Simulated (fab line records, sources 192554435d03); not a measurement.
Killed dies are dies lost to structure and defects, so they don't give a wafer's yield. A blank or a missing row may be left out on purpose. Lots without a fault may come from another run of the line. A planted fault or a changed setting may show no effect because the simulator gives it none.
Problem report in the 8D (eight disciplines) form, filled by code | flow n5_finfet | the parts of the form that need people (team, actions taken, sign-off) are left out

1. THE PROBLEM
thk_nm at N5_FIN_SAQP_THK_MEAS_05 reads a mean of 28.6 nm on 2 wafers of 2 lots; wafers without a fault read 37.9 nm with a standard deviation of 0.53. That is -18 standard deviations from the usual mean.
First seen on wafer L631.2, day 4 03:04, on film_metro-02. The record holds 27 wafers of 9 lots with a number at this step. Rule for "out", or "out of limits": more than 4 standard deviations from the usual mean. The other wafers with a number count as sound.

2. WHAT IT IS AND WHAT IT IS NOT
question                    | is               | is not
which readings at this step | thk_nm           | -
which lots                  | L631, L632       | L622, L624, L628, L640, L642, L644, L645
which wafers of those lots  | L631.2, L632.2   | L631.1, L631.4, L632.1, L632.6
read on which gauges        | film_metro-02    | film_metro-01
when                        | from day 4 03:04 | up to then (11 sound wafers); but 14 sound wafers of L632, L640, L642, L644, L645 came after

3. SUSPECTS, AND WHAT RULES EACH OUT
Counting: a tool at a process step up to the reading stays a suspect if it ran every lot that is out. Sound lots after the first of them don't rule it out here, since some wafers of a struck lot are sound.
- the gauge at N5_FIN_SAQP_THK_MEAS_05: ruled out. All the wafers that are out were read on film_metro-02, but those of them that N5_FIN_SAQP_OCD_MEAS_76 has rows for are out there too, on other tools.
- pecvd-04 at N5_FIN_SAQP_HM_DEP_03 (deposits SiNx from SiH4/NH3/N2, target thk 38 nm, time 33.6 s): kept. It ran every lot that is out, first L631 (day 4 02:59); its last sound lot up to then is L628 (day 3 09:17).
- Within pecvd-04 at N5_FIN_SAQP_HM_DEP_03: the wafers that are out ran in chamber 0; their sound lot-mates ran in chambers 1, 2.
Left after counting: pecvd-04 at N5_FIN_SAQP_HM_DEP_03.

4. THE CAUSE (what the simulator had put in)
Site profile drift: pecvd-04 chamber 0, from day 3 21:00 on, at N5_FIN_SAQP_HM_DEP_03. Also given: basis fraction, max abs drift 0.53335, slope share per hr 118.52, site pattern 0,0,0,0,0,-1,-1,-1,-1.
Counting left only this tool.

5. THE CHAIN OF EFFECTS, in route order
Each row: a reading whose mean over the struck wafers that have a number lies more than 3 standard deviations from the usual. Only readings for which the record gives a usual standard deviation are gone through. hours: the time from each lot's start at the first step in this table that gives one to its start at this step, as a median over the lots. sigmas: the change in usual standard deviations.
hours | step                    | reading              | usual    | on struck wafers | change | sigmas
0     | N5_FIN_SAQP_THK_MEAS_05 | thk_nm               | 37.9 nm  | 28.6             | -9.3   | -18
6     | N5_FIN_SAQP_OCD_MEAS_76 | trench_depth_nm      | 120.7 nm | 88.7             | -32.0  | -13
261   | N5_PASSIVATION_PROBE_49 | defect_limited_yield | 91.7 %   | 50.8             | -41.0  | -27
261   | N5_PASSIVATION_PROBE_49 | killed_at_front_end  | 37       | 495              | +458   | +46
261   | N5_PASSIVATION_PROBE_49 | killed_dies          | 98       | 582              | +484   | +27
261   | N5_PASSIVATION_PROBE_49 | killed_on_rim        | 13       | 152              | +139   | +39
261   | N5_PASSIVATION_PROBE_49 | sort_bin_5_function  | 4.9 %    | 17.4             | +12.5  | +14
261   | N5_PASSIVATION_PROBE_49 | sort_n_pass          | 1082     | 598              | -484   | -27
261   | N5_PASSIVATION_PROBE_49 | sort_yield_pct       | 91.7 %   | 50.8             | -41.0  | -27
The process steps in it:
- N5_PASSIVATION_PROBE_49
Later measuring or inspecting steps at which every struck wafer that the step has a row for has a number for every such reading, and none has moved that far: N5_BEOL_M4_RC_MEAS_101.

6. WHAT WOULD HAVE CAUGHT IT SOONER
In this record the first reading out of limits at a measuring or inspecting step was taken at day 4 03:04, 6 hours after the fault began at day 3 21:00.
Of the tool readings at N5_FIN_SAQP_HM_DEP_03 for which the record gives a usual standard deviation, none was out on any struck wafer, so an alarm limit of 4 standard deviations on them would not have fired.
Of the lots that are out (2), L632 began N5_FIN_SAQP_HM_DEP_03 on pecvd-04 after day 4 03:04. A hold on the tool at that time would have spared it.
